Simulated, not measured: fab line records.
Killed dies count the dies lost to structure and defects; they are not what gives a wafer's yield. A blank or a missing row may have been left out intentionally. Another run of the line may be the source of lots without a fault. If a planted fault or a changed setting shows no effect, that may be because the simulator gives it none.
Matching of chambers | flow nand-harc | 3 sister chambers for NHARC_A_STAIRCASE_DEP_417 on pecvd-01
The step deposits Si3N4, target thk 60 nm. 20 wafers are shown with their chamber, then 10 later ones without.

## WAFERS WITH THEIR CHAMBER
wafer  | chamber | showerhead-vpp-V (V) | heater-power-w (W)
L074.1 | 1       | 1354                 | 517
L074.3 | 2       | 1345                 | 788
L074.6 | 0       | 1219                 | 774
L077.1 | 0       | 1211                 | 745
L077.5 | 0       | 1216                 | 750
L077.6 | 1       | 1351                 | 609
L083.2 | 2       | 1317                 | 796
L083.3 | 1       | 1372                 | 605
L083.6 | 2       | 1330                 | 790
L087.1 | 1       | 1345                 | 720
L087.5 | 1       | 1341                 | 735
L087.6 | 0       | 1229                 | 688
L089.2 | 2       | 1337                 | 942
L089.4 | 1       | 1354                 | 650
L089.5 | 2       | 1345                 | 949
L088.1 | 1       | 1359                 | 657
L088.3 | 2       | 1333                 | 799
L088.4 | 1       | 1354                 | 645
L091.1 | 2       | 1346                 | 831
L091.4 | 2       | 1333                 | 858

SIGNATURES (averages over the wafers above)
reading          | chamber 0 | chamber 1 | chamber 2 | scatter within a chamber
showerhead-vpp-V | 1218.75   | 1353.75   | 1335.75   | 9.26
heater-power-w   | 739.25    | 642.25    | 844.12    | 63.5
Rule: a wafer's distance from a chamber is the root of the sum, over the readings, of the square of ((its reading less the chamber's mean) divided by the reading's scatter). If the next closest chamber is less than 2 further off than the closest, the wafer can't be placed; otherwise it belongs to the closest. The scatter: the root of (the sum of the squares of (reading less its chamber's mean) over the shown wafers, divided by (wafers less chambers)).

## WAFERS WITH NO CHAMBER GIVEN
wafer  | showerhead-vpp-V (V) | heater-power-w (W)
L091.5 | 1365                 | 675
L094.2 | 1345                 | 942
L094.3 | 1372                 | 719
L094.5 | 1192                 | 777
L095.3 | 1329                 | 951
L095.4 | 1356                 | 617
L095.5 | 1337                 | 943
L097.2 | 1219                 | 717
L097.3 | 1353                 | 684
L097.5 | 1221                 | 714

## WHICH CHAMBER EACH WENT THROUGH
wafer  | from the rows above | in truth
L091.5 | 1                   | 1
L094.2 | 2                   | 2
L094.3 | 1                   | 1
L094.5 | 0                   | 0
L095.3 | 2                   | 2
L095.4 | 1                   | 1
L095.5 | 2                   | 2
L097.2 | 0                   | 0
L097.3 | 1                   | 1
L097.5 | 0                   | 0
Correct placement for 10 of the 10. Left unplaced by these rows: 0. Placed wrongly: 0.
